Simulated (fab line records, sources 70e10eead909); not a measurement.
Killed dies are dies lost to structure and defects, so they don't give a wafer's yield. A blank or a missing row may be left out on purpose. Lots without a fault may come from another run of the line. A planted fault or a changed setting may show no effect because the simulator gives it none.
Chamber matching | flow nand_harc | NHARC_P_CONTACT_DEP_30 on pecvd-02: 3 sister chambers
The step deposits SiNx, target thk 30 nm. 16 wafers are shown with their chamber, then 8 later ones without.

WAFERS WITH THEIR CHAMBER
wafer  | chamber | heater_power_w (W) | susceptor_temp_C (C)
L074.2 | 2       | 624                | 400.13
L074.5 | 0       | 676                | 399.65
L074.6 | 1       | 623                | 400.36
L075.3 | 2       | 643                | 399.81
L075.4 | 2       | 609                | 399.85
L075.6 | 0       | 587                | 400.26
L076.1 | 2       | 640                | 400.20
L076.2 | 1       | 610                | 400.03
L076.4 | 0       | 684                | 400.24
L088.1 | 2       | 705                | 400.20
L088.5 | 1       | 596                | 399.78
L088.6 | 2       | 680                | 400.10
L090.3 | 2       | 717                | 400.29
L090.4 | 0       | 567                | 400.03
L090.5 | 2       | 710                | 399.96
L091.1 | 1       | 553                | 399.78

SIGNATURES (means of the wafers above)
reading          | chamber 0 | chamber 1 | chamber 2 | scatter within a chamber
heater_power_w   | 628.50    | 595.50    | 666.00    | 44.8
susceptor_temp_C | 400.0450  | 399.9875  | 400.0675  | 0.229
Rule: a wafer's distance from a chamber is the root of the sum, over the readings, of the square of ((its reading less the chamber's mean) divided by the reading's scatter). The wafer belongs to the nearest chamber; if the next one is less than 2 further off, it can't be placed. The scatter: the root of (the sum of the squares of (reading less its chamber's mean) over the shown wafers, divided by (wafers less chambers)).

WAFERS WITHOUT THEIR CHAMBER
wafer  | heater_power_w (W) | susceptor_temp_C (C)
L091.2 | 675                | 399.93
L091.5 | 625                | 399.91
L096.1 | 563                | 399.92
L096.2 | 564                | 399.75
L096.3 | 645                | 399.80
L097.2 | 562                | 400.38
L097.3 | 548                | 399.87
L097.6 | 696                | 399.75

WHICH CHAMBER EACH WENT THROUGH
wafer  | from the rows above          | in truth
L091.2 | can't be placed: 2 or 0 or 1 | 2
L091.5 | can't be placed: 0 or 1 or 2 | 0
L096.1 | can't be placed: 1 or 0 or 2 | 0
L096.2 | can't be placed: 1 or 0 or 2 | 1
L096.3 | can't be placed: 0 or 2 or 1 | 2
L097.2 | can't be placed: 1 or 0 or 2 | 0
L097.3 | can't be placed: 1 or 0 or 2 | 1
L097.6 | can't be placed: 2 or 0 or 1 | 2
Placed correctly: 0 of 8. Can't be placed from these rows: 8 (the true chamber is among the candidates in 8). Placed wrongly: 0.
